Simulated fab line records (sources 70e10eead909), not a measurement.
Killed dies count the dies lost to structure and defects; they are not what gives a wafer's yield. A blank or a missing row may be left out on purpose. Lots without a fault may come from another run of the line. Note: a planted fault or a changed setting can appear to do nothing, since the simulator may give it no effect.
fab line records :: flow nand_harc
record:
  lots: 7
  wafers: 19
  last_day: 33
route steps=1302 shown A_SOURCE_PLATE@420 A_ONON_D1@424 END@1302
lots untouched by any fault: they come from a run of this same line in which no faults occurred
start_h: hours from the record's opening day to when the first of the lot's shown wafers began :: wait_h: time in hours since the lot's previous step :: " repeats the value in the row above :: L1.1+2: one row covering several wafers at once :: - no value present, or no start provided :: * or withheld: withheld :: < > ~ a bound
route shown NAME@n: names a module that has steps shown in the file, with the first one's number in the route :: usual: the fault-free wafers' mean and standard deviation :: same: alike in all rows :: chamber/n: place in a boat :: sites: per-site readings :: _std_site: how widely they spread, as a standard deviation :: _edge_site: outer sites' mean less inner sites' :: radius_mm: how far each site lies from the wafer's centre :: mask NAME#n: copy n :: behind: the most recent tool/chamber to have shaped the wafer :: hold: why the lot went on hold/how many hours it stayed there/how the hold came to an end :: device: the n, p or np transistor that did not switch :: end of line: the tests these same wafers got at the end of their route :: where a step has no rows: the recipe by itself :: killed: the dies lost at the first sort to structure and to defects; this is not the yield of the wafer :: map: per-die view of a wafer (x killed, . not killed, _ where there is no die)
set.NAME: the setting that was run; set.NAME@STEP: the one run at that earlier step :: model.NAME: the simulator's own value behind a step, which no gauge read
lots seen at some steps along the route; tables by step, rows by wafer
services: from which hour (start_h, from the record's first day; less than 0 if before it) a tool's chamber was out of use, for how many hours, and why
== steps ==
step: NHARC_A_SOURCE_PLATE_THK_MEAS_06
recipe:
  thk_meas_gauge: ellipsometry
usual:
  thk_nm: 199.9/2
lot.wafer: L701.1
tool: film_metro-02
chamber: -
start_h: 159.31
wait_h: 0.4
thk_nm: 201.1

lot.wafer: L701.2
tool: film_metro-02
chamber: -
start_h: 159.31
wait_h: 0.4
thk_nm: 197.3

lot.wafer: L701.4
tool: film_metro-02
chamber: -
start_h: 159.31
wait_h: 0.4
thk_nm: 201.3

lot.wafer: L709.3
tool: film_metro-01
chamber: -
start_h: 240.47
wait_h: 0.4
thk_nm: 199.3

lot.wafer: L709.5
tool: film_metro-01
chamber: -
start_h: 240.47
wait_h: 0.4
thk_nm: 200.9

lot.wafer: L709.6
tool: film_metro-01
chamber: -
start_h: 240.47
wait_h: 0.4
thk_nm: 201.2

lot.wafer: L715.4
tool: film_metro-01
chamber: -
start_h: 313.72
wait_h: 0.4
thk_nm: 199.5

lot.wafer: L715.6
tool: film_metro-01
chamber: -
start_h: 313.72
wait_h: 0.4
thk_nm: 198.9

lot.wafer: L718.3
tool: film_metro-02
chamber: -
start_h: 326.66
wait_h: 0.4
thk_nm: 199.9

lot.wafer: L718.5
tool: film_metro-02
chamber: -
start_h: 326.66
wait_h: 0.4
thk_nm: 199.1

lot.wafer: L719.3
tool: film_metro-02
chamber: -
start_h: 343.84
wait_h: 0.4
thk_nm: 197.8

lot.wafer: L719.5
tool: film_metro-02
chamber: -
start_h: 343.84
wait_h: 0.4
thk_nm: 197.4

lot.wafer: L719.6
tool: film_metro-02
chamber: -
start_h: 343.84
wait_h: 0.4
thk_nm: 200.9

lot.wafer: L721.2
tool: film_metro-01
chamber: -
start_h: 362.76
wait_h: 0.4
thk_nm: 200.2

lot.wafer: L721.3
tool: film_metro-01
chamber: -
start_h: 362.76
wait_h: 0.4
thk_nm: 199.3

lot.wafer: L721.6
tool: film_metro-01
chamber: -
start_h: 362.76
wait_h: 0.4
thk_nm: 200.5

lot.wafer: L723.2
tool: film_metro-01
chamber: -
start_h: 379.34
wait_h: 0.4
thk_nm: 202.0

lot.wafer: L723.5
tool: film_metro-01
chamber: -
start_h: 379.34
wait_h: 0.4
thk_nm: 201.3

lot.wafer: L723.6
tool: film_metro-01
chamber: -
start_h: 379.34
wait_h: 0.4
thk_nm: 202.5
step: NHARC_A_SOURCE_PLATE_INSPECT_08
usual:
  raw_defect_count: 64/23
lot.wafer: L701.1
tool: defect_inspect-01
chamber: -
start_h: 159.37
wait_h: 0.0
raw_defect_count: 77

lot.wafer: L701.2
tool: defect_inspect-01
chamber: -
start_h: 159.37
wait_h: 0.0
raw_defect_count: 57

lot.wafer: L701.4
tool: defect_inspect-01
chamber: -
start_h: 159.37
wait_h: 0.0
raw_defect_count: 67

lot.wafer: L709.3
tool: defect_inspect-02
chamber: -
start_h: 240.57
wait_h: 0.0
raw_defect_count: 54

lot.wafer: L709.5
tool: defect_inspect-02
chamber: -
start_h: 240.57
wait_h: 0.0
raw_defect_count: 63

lot.wafer: L709.6
tool: defect_inspect-02
chamber: -
start_h: 240.57
wait_h: 0.0
raw_defect_count: 52

lot.wafer: L715.4
tool: defect_inspect-02
chamber: -
start_h: 313.78
wait_h: 0.0
raw_defect_count: 90

lot.wafer: L715.6
tool: defect_inspect-02
chamber: -
start_h: 313.78
wait_h: 0.0
raw_defect_count: 82

lot.wafer: L718.3
tool: defect_inspect-01
chamber: -
start_h: 326.73
wait_h: 0.0
raw_defect_count: 71

lot.wafer: L718.5
tool: defect_inspect-01
chamber: -
start_h: 326.73
wait_h: 0.0
raw_defect_count: 60

lot.wafer: L719.3
tool: defect_inspect-01
chamber: -
start_h: 343.94
wait_h: 0.0
raw_defect_count: 72

lot.wafer: L719.5
tool: defect_inspect-01
chamber: -
start_h: 343.94
wait_h: 0.0
raw_defect_count: 71

lot.wafer: L719.6
tool: defect_inspect-01
chamber: -
start_h: 343.94
wait_h: 0.0
raw_defect_count: 98

lot.wafer: L721.2
tool: defect_inspect-02
chamber: -
start_h: 362.82
wait_h: 0.0
raw_defect_count: 55

lot.wafer: L721.3
tool: defect_inspect-02
chamber: -
start_h: 362.82
wait_h: 0.0
raw_defect_count: 64

lot.wafer: L721.6
tool: defect_inspect-02
chamber: -
start_h: 362.82
wait_h: 0.0
raw_defect_count: 82

lot.wafer: L723.2
tool: defect_inspect-02
chamber: -
start_h: 379.40
wait_h: 0.0
raw_defect_count: 71

lot.wafer: L723.5
tool: defect_inspect-02
chamber: -
start_h: 379.40
wait_h: 0.0
raw_defect_count: 38

lot.wafer: L723.6
tool: defect_inspect-02
chamber: -
start_h: 379.40
wait_h: 0.0
raw_defect_count: 71
step: NHARC_A_ONON_D1_DEP_00
recipe:
  target_thk_a: 10000
  n2_flow_sccm: 2750
  n2o_flow_sccm: 2000
  nh3_flow_sccm: 500
  sih4_flow_sccm: 210
  temp_c: 400
step: NHARC_A_ONON_D1_THK_MEAS_02
recipe:
  thk_meas_gauge: ellipsometry
usual:
  thk_nm: 999/12
lot.wafer: L701.1
tool: film_metro-01
chamber: -
start_h: 159.95
wait_h: -
thk_nm: 991

lot.wafer: L701.2
tool: film_metro-01
chamber: -
start_h: 159.95
wait_h: -
thk_nm: 991

lot.wafer: L701.4
tool: film_metro-01
chamber: -
start_h: 159.95
wait_h: -
thk_nm: 993

lot.wafer: L709.3
tool: film_metro-02
chamber: -
start_h: 241.14
wait_h: -
thk_nm: 1009

lot.wafer: L709.5
tool: film_metro-02
chamber: -
start_h: 241.14
wait_h: -
thk_nm: 1010

lot.wafer: L709.6
tool: film_metro-02
chamber: -
start_h: 241.14
wait_h: -
thk_nm: 1009

lot.wafer: L715.4
tool: film_metro-02
chamber: -
start_h: 314.35
wait_h: -
thk_nm: 1015

lot.wafer: L715.6
tool: film_metro-02
chamber: -
start_h: 314.35
wait_h: -
thk_nm: 1013

lot.wafer: L718.3
tool: film_metro-02
chamber: -
start_h: 327.31
wait_h: -
thk_nm: 995

lot.wafer: L718.5
tool: film_metro-02
chamber: -
start_h: 327.31
wait_h: -
thk_nm: 994

lot.wafer: L719.3
tool: film_metro-01
chamber: -
start_h: 344.52
wait_h: -
thk_nm: 988

lot.wafer: L719.5
tool: film_metro-01
chamber: -
start_h: 344.52
wait_h: -
thk_nm: 987

lot.wafer: L719.6
tool: film_metro-01
chamber: -
start_h: 344.52
wait_h: -
thk_nm: 986

lot.wafer: L721.2
tool: film_metro-02
chamber: -
start_h: 363.52
wait_h: -
thk_nm: 1014

lot.wafer: L721.3
tool: film_metro-02
chamber: -
start_h: 363.52
wait_h: -
thk_nm: 1010

lot.wafer: L721.6
tool: film_metro-02
chamber: -
start_h: 363.52
wait_h: -
thk_nm: 1012

lot.wafer: L723.2
tool: film_metro-01
chamber: -
start_h: 379.98
wait_h: -
thk_nm: 976

lot.wafer: L723.5
tool: film_metro-01
chamber: -
start_h: 379.98
wait_h: -
thk_nm: 976

lot.wafer: L723.6
tool: film_metro-01
chamber: -
start_h: 379.98
wait_h: -
thk_nm: 978
step: NHARC_A_ONON_D1_DEP_03
recipe:
  target_thk_a: 10000
  n2_flow_sccm: 2750
  n2o_flow_sccm: 2000
  nh3_flow_sccm: 500
  sih4_flow_sccm: 210
  temp_c: 400
step: NHARC_A_ONON_D1_THK_MEAS_05
recipe:
  thk_meas_gauge: ellipsometry
usual:
  thk_nm: 1001/10
lot.wafer: L701.1
tool: film_metro-01
chamber: -
start_h: 160.52
wait_h: -
thk_nm: 984

lot.wafer: L701.2
tool: film_metro-01
chamber: -
start_h: 160.52
wait_h: -
thk_nm: 984

lot.wafer: L701.4
tool: film_metro-01
chamber: -
start_h: 160.52
wait_h: -
thk_nm: 986

lot.wafer: L709.3
tool: film_metro-01
chamber: -
start_h: 241.70
wait_h: -
thk_nm: 998

lot.wafer: L709.5
tool: film_metro-01
chamber: -
start_h: 241.70
wait_h: -
thk_nm: 997

lot.wafer: L709.6
tool: film_metro-01
chamber: -
start_h: 241.70
wait_h: -
thk_nm: 997

lot.wafer: L715.4
tool: film_metro-01
chamber: -
start_h: 314.91
wait_h: -
thk_nm: 981

lot.wafer: L715.6
tool: film_metro-01
chamber: -
start_h: 314.91
wait_h: -
thk_nm: 981

lot.wafer: L718.3
tool: film_metro-02
chamber: -
start_h: 327.88
wait_h: -
thk_nm: 996

lot.wafer: L718.5
tool: film_metro-02
chamber: -
start_h: 327.88
wait_h: -
thk_nm: 996

lot.wafer: L719.3
tool: film_metro-02
chamber: -
start_h: 345.09
wait_h: -
thk_nm: 995

lot.wafer: L719.5
tool: film_metro-02
chamber: -
start_h: 345.09
wait_h: -
thk_nm: 994

lot.wafer: L719.6
tool: film_metro-02
chamber: -
start_h: 345.09
wait_h: -
thk_nm: 994

lot.wafer: L721.2
tool: film_metro-02
chamber: -
start_h: 364.08
wait_h: -
thk_nm: 1016

lot.wafer: L721.3
tool: film_metro-02
chamber: -
start_h: 364.08
wait_h: -
thk_nm: 1016

lot.wafer: L721.6
tool: film_metro-02
chamber: -
start_h: 364.08
wait_h: -
thk_nm: 1016

lot.wafer: L723.2
tool: film_metro-01
chamber: -
start_h: 380.54
wait_h: -
thk_nm: 1011

lot.wafer: L723.5
tool: film_metro-01
chamber: -
start_h: 380.54
wait_h: -
thk_nm: 1011

lot.wafer: L723.6
tool: film_metro-01
chamber: -
start_h: 380.54
wait_h: -
thk_nm: 1011
step: NHARC_A_ONON_D1_DEP_06
recipe:
  target_thk_a: 10000
  n2_flow_sccm: 2750
  n2o_flow_sccm: 2000
  nh3_flow_sccm: 500
  sih4_flow_sccm: 210
  temp_c: 400
step: NHARC_A_ONON_D1_THK_MEAS_08
recipe:
  thk_meas_gauge: ellipsometry
usual:
  thk_nm: 1002/7.7
lot.wafer: L701.1
tool: film_metro-01
chamber: -
start_h: 161.08
wait_h: -
thk_nm: 1000

lot.wafer: L701.2
tool: film_metro-01
chamber: -
start_h: 161.08
wait_h: -
thk_nm: 1002

lot.wafer: L701.4
tool: film_metro-01
chamber: -
start_h: 161.08
wait_h: -
thk_nm: 1000

lot.wafer: L709.3
tool: film_metro-01
chamber: -
start_h: 242.27
wait_h: -
thk_nm: 990

lot.wafer: L709.5
tool: film_metro-01
chamber: -
start_h: 242.27
wait_h: -
thk_nm: 987

lot.wafer: L709.6
tool: film_metro-01
chamber: -
start_h: 242.27
wait_h: -
thk_nm: 989

lot.wafer: L715.4
tool: film_metro-01
chamber: -
start_h: 315.48
wait_h: -
thk_nm: 1004

lot.wafer: L715.6
tool: film_metro-01
chamber: -
start_h: 315.48
wait_h: -
thk_nm: 1003

lot.wafer: L718.3
tool: film_metro-02
chamber: -
start_h: 328.45
wait_h: -
thk_nm: 1012

lot.wafer: L718.5
tool: film_metro-02
chamber: -
start_h: 328.45
wait_h: -
thk_nm: 1014

lot.wafer: L719.3
tool: film_metro-01
chamber: -
start_h: 345.66
wait_h: -
thk_nm: 1009

lot.wafer: L719.5
tool: film_metro-01
chamber: -
start_h: 345.66
wait_h: -
thk_nm: 1010

lot.wafer: L719.6
tool: film_metro-01
chamber: -
start_h: 345.66
wait_h: -
thk_nm: 1008

lot.wafer: L721.2
tool: film_metro-02
chamber: -
start_h: 364.65
wait_h: -
thk_nm: 1001

lot.wafer: L721.3
tool: film_metro-02
chamber: -
start_h: 364.65
wait_h: -
thk_nm: 1002

lot.wafer: L721.6
tool: film_metro-02
chamber: -
start_h: 364.65
wait_h: -
thk_nm: 1002

lot.wafer: L723.2
tool: film_metro-01
chamber: -
start_h: 381.10
wait_h: -
thk_nm: 1014

lot.wafer: L723.5
tool: film_metro-01
chamber: -
start_h: 381.10
wait_h: -
thk_nm: 1016

lot.wafer: L723.6
tool: film_metro-01
chamber: -
start_h: 381.10
wait_h: -
thk_nm: 1015
step: NHARC_A_ONON_D1_DEP_09
recipe:
  target_thk_a: 10000
  n2_flow_sccm: 2750
  n2o_flow_sccm: 2000
  nh3_flow_sccm: 500
  sih4_flow_sccm: 210
  temp_c: 400
step: NHARC_A_ONON_D1_THK_MEAS_11
recipe:
  thk_meas_gauge: ellipsometry
usual:
  thk_nm: 1000/9.4
lot.wafer: L701.1
tool: film_metro-01
chamber: -
start_h: 161.64
wait_h: -
thk_nm: 981

lot.wafer: L701.2
tool: film_metro-01
chamber: -
start_h: 161.64
wait_h: -
thk_nm: 984

lot.wafer: L701.4
tool: film_metro-01
chamber: -
start_h: 161.64
wait_h: -
thk_nm: 984

lot.wafer: L709.3
tool: film_metro-01
chamber: -
start_h: 242.84
wait_h: -
thk_nm: 989

lot.wafer: L709.5
tool: film_metro-01
chamber: -
start_h: 242.84
wait_h: -
thk_nm: 990

lot.wafer: L709.6
tool: film_metro-01
chamber: -
start_h: 242.84
wait_h: -
thk_nm: 990

lot.wafer: L715.4
tool: film_metro-01
chamber: -
start_h: 316.05
wait_h: -
thk_nm: 1003

lot.wafer: L715.6
tool: film_metro-01
chamber: -
start_h: 316.05
wait_h: -
thk_nm: 1003

lot.wafer: L718.3
tool: film_metro-02
chamber: -
start_h: 329.02
wait_h: -
thk_nm: 1007

lot.wafer: L718.5
tool: film_metro-02
chamber: -
start_h: 329.02
wait_h: -
thk_nm: 1007

lot.wafer: L719.3
tool: film_metro-01
chamber: -
start_h: 346.23
wait_h: -
thk_nm: 1004

lot.wafer: L719.5
tool: film_metro-01
chamber: -
start_h: 346.23
wait_h: -
thk_nm: 1003

lot.wafer: L719.6
tool: film_metro-01
chamber: -
start_h: 346.23
wait_h: -
thk_nm: 1003

lot.wafer: L721.2
tool: film_metro-01
chamber: -
start_h: 365.22
wait_h: -
thk_nm: 997

lot.wafer: L721.3
tool: film_metro-01
chamber: -
start_h: 365.22
wait_h: -
thk_nm: 995

lot.wafer: L721.6
tool: film_metro-01
chamber: -
start_h: 365.22
wait_h: -
thk_nm: 998

lot.wafer: L723.2
tool: film_metro-01
chamber: -
start_h: 381.67
wait_h: -
thk_nm: 971

lot.wafer: L723.5
tool: film_metro-01
chamber: -
start_h: 381.67
wait_h: -
thk_nm: 972

lot.wafer: L723.6
tool: film_metro-01
chamber: -
start_h: 381.67
wait_h: -
thk_nm: 973
step: NHARC_A_ONON_D1_DEP_12
recipe:
  target_thk_a: 10000
  n2_flow_sccm: 2750
  n2o_flow_sccm: 2000
  nh3_flow_sccm: 500
  sih4_flow_sccm: 210
  temp_c: 400
lot.wafer: L701.1+2+4
tool: pecvd_onon-01
chamber: 0
start_h: 161.70
wait_h: 0.1

lot.wafer: L709.3+5+6
tool: pecvd_onon-02
chamber: 0
start_h: 243.01
wait_h: 0.2

lot.wafer: L715.4+6
tool: pecvd_onon-03
chamber: 0
start_h: 316.28
wait_h: 0.2

lot.wafer: L718.3+5
tool: pecvd_onon-03
chamber: 0
start_h: 329.19
wait_h: 0.2

lot.wafer: L719.3+5+6
tool: pecvd_onon-03
chamber: 0
start_h: 346.40
wait_h: 0.2

lot.wafer: L721.2+3+6
tool: pecvd_onon-02
chamber: 0
start_h: 365.33
wait_h: 0.1

lot.wafer: L723.2+5+6
tool: pecvd_onon-01
chamber: 0
start_h: 381.78
wait_h: 0.1
step: NHARC_A_ONON_D1_THK_MEAS_14
recipe:
  thk_meas_gauge: ellipsometry
usual:
  thk_nm: 1000/11
lot.wafer: L701.1
tool: film_metro-01
chamber: -
start_h: 162.20
wait_h: -
thk_nm: 987

lot.wafer: L701.2
tool: film_metro-01
chamber: -
start_h: 162.20
wait_h: -
thk_nm: 987

lot.wafer: L701.4
tool: film_metro-01
chamber: -
start_h: 162.20
wait_h: -
thk_nm: 987

lot.wafer: L709.3
tool: film_metro-02
chamber: -
start_h: 243.40
wait_h: -
thk_nm: 1002

lot.wafer: L709.5
tool: film_metro-02
chamber: -
start_h: 243.40
wait_h: -
thk_nm: 1001

lot.wafer: L709.6
tool: film_metro-02
chamber: -
start_h: 243.40
wait_h: -
thk_nm: 1002

lot.wafer: L715.4
tool: film_metro-01
chamber: -
start_h: 316.61
wait_h: -
thk_nm: 786

lot.wafer: L715.6
tool: film_metro-01
chamber: -
start_h: 316.61
wait_h: -
thk_nm: 998

lot.wafer: L718.3
tool: film_metro-02
chamber: -
start_h: 329.59
wait_h: -
thk_nm: 805

lot.wafer: L718.5
tool: film_metro-02
chamber: -
start_h: 329.59
wait_h: -
thk_nm: 1017

lot.wafer: L719.3
tool: film_metro-02
chamber: -
start_h: 346.80
wait_h: -
thk_nm: 765

lot.wafer: L719.5
tool: film_metro-02
chamber: -
start_h: 346.80
wait_h: -
thk_nm: 977

lot.wafer: L719.6
tool: film_metro-02
chamber: -
start_h: 346.80
wait_h: -
thk_nm: 979

lot.wafer: L721.2
tool: film_metro-01
chamber: -
start_h: 365.78
wait_h: -
thk_nm: 995

lot.wafer: L721.3
tool: film_metro-01
chamber: -
start_h: 365.78
wait_h: -
thk_nm: 995

lot.wafer: L721.6
tool: film_metro-01
chamber: -
start_h: 365.78
wait_h: -
thk_nm: 996

lot.wafer: L723.2
tool: film_metro-01
chamber: -
start_h: 382.22
wait_h: -
thk_nm: 1010

lot.wafer: L723.5
tool: film_metro-01
chamber: -
start_h: 382.22
wait_h: -
thk_nm: 1008

lot.wafer: L723.6
tool: film_metro-01
chamber: -
start_h: 382.22
wait_h: -
thk_nm: 1008
step: NHARC_A_ONON_D1_ANNEAL_15
recipe:
  temp_c: 750
  time_s: 3600
step: NHARC_END_SORT_01
recipe:
  temp_c: 25
usual:
  killed_at_array: 59/24
  killed_at_other: 0.7/1.2
  killed_at_periphery: 3.5/2.6
  killed_dies: 63/24
  killed_open: 3.2/2.1
  killed_short: 2.4/1.5
same:
  gross_dies: 677
lot.wafer: L709.3
tool: prober-02
chamber: 0
start_h: 662.50
wait_h: 3.1
killed_at_array: 79
killed_at_other: 1
killed_at_periphery: 1
killed_dies: 81
killed_open: 3
killed_short: 1

lot.wafer: L709.5
tool: prober-02
chamber: 0
start_h: 664.11
wait_h: 3.7
killed_at_array: 83
killed_at_other: 0
killed_at_periphery: 2
killed_dies: 85
killed_open: 1
killed_short: 2

lot.wafer: L709.6
tool: prober-02
chamber: 0
start_h: 664.92
wait_h: 4.0
killed_at_array: 71
killed_at_other: 1
killed_at_periphery: 2
killed_dies: 74
killed_open: 3
killed_short: 2

lot.wafer: L719.3
tool: prober-01
chamber: 0
start_h: 746.83
wait_h: 3.1
killed_at_array: 675
killed_at_other: 0
killed_at_periphery: 2
killed_dies: 677
killed_open: 1
killed_short: 1
killed by level:class
L709.3 A_SLIT:chamber_film_flake=33 A_CHANNEL_HOLE_D1:chamber_film_flake=32 A_CHANNEL_HOLE_D2:chamber_film_flake=9 A_ONON_D2:geometric_particle:open=1 A_WL_FILL:geometric_particle:short=1 A_CONTACT:geometric_particle:open=1 A_M0:geometric_particle:open=1 P_ZERO_WELL:chamber_film_flake=1
L709.5 A_SLIT:chamber_film_flake=36 A_CHANNEL_HOLE_D1:chamber_film_flake=35 A_CHANNEL_HOLE_D2:chamber_film_flake=9 P_CONTACT:geometric_particle:open=1 A_CHANNEL_FILL_D1:geometric_particle:short=1 A_CONTACT:geometric_particle:short=1 P_ZERO_WELL:chamber_film_flake=1 A_CONTACT:chamber_film_flake=1
L709.6 A_CHANNEL_HOLE_D1:chamber_film_flake=29 A_SLIT:chamber_film_flake=25 A_CHANNEL_HOLE_D2:chamber_film_flake=8 A_WL_FILL:geometric_particle:open=2 A_CONTACT:chamber_film_flake=2 A_SOURCE_PLATE:geometric_particle:short=1 A_ONON_D2:geometric_particle:short=1 A_M1:geometric_particle:open=1
L719.3 A_ONON_D1:area_dep=590 A_CHANNEL_HOLE_D1:chamber_film_flake=36 A_SLIT:chamber_film_flake=25 A_CHANNEL_HOLE_D2:chamber_film_flake=15 A_ZERO_WELL:chamber_film_flake=2 A_DECK1_JOINT:chamber_film_flake=2 A_STAIRCASE:chamber_film_flake=2 P_M0:geometric_particle:open=1
== services ==
tool: pecvd_onon-02
chamber: -
start_h: 185.01
hours: 13.0
kind: pm

tool: pecvd_onon-03
chamber: -
start_h: 213.24
hours: 12.8
kind: repair

tool: pecvd_onon-03
chamber: -
start_h: 227.11
hours: 13.0
kind: pm

tool: pecvd_onon-01
chamber: -
start_h: 269.45
hours: 13.0
kind: pm

tool: pecvd_onon-02
chamber: -
start_h: 366.01
hours: 13.0
kind: pm
== key ==
first_sign:
  step: NHARC_A_ONON_D1_THK_MEAS_14
  reading: thk_nm
  direction: down
  sigmas: 20
  usual: 1000
  struck: 786
effect:
  step: NHARC_END_SORT_01
  reading: killed_at_array
  direction: up
  sigmas: 26
  usual: 59
  struck: 675
more_kills_born_at:
  NHARC_A_ONON_D1_DEP_12@pecvd_onon-03: 590
met_at NHARC_A_ONON_D1_DEP_12
struck_wafers L715.4,L718.3,L719.3
later_rows_left_out L715.4,L718.3,L719.3
sort_left_out L715.4,L718.3
tester_left_out L715,L718,L719
fault:
  kind: process_parameter_drift
  tool: pecvd_onon-03
  chamber: -
  onset_h: 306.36
  steps: NHARC_A_ONON_D1_DEP_12
  channel: target_thk_a
  offset: *
  shape: step
  end_h: 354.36
  scope: struck_wafers_only
  acts_in: *
  stated: *
tester_left_out: of these lots the tester's yield and bins aren't shown, on N5 and GAA mostly nor the transistor test; their killed dies are dies lost to structure and defects alone, not to doping, threshold or leakage, so they don't give the yield
sort_left_out: the simulated sort isn't trusted on such a fault, so these wafers' sort isn't shown, and their yield isn't known
later_rows_left_out: the simulator's readings of these wafers behind a module that went badly wrong aren't trusted and aren't shown, but for the sort
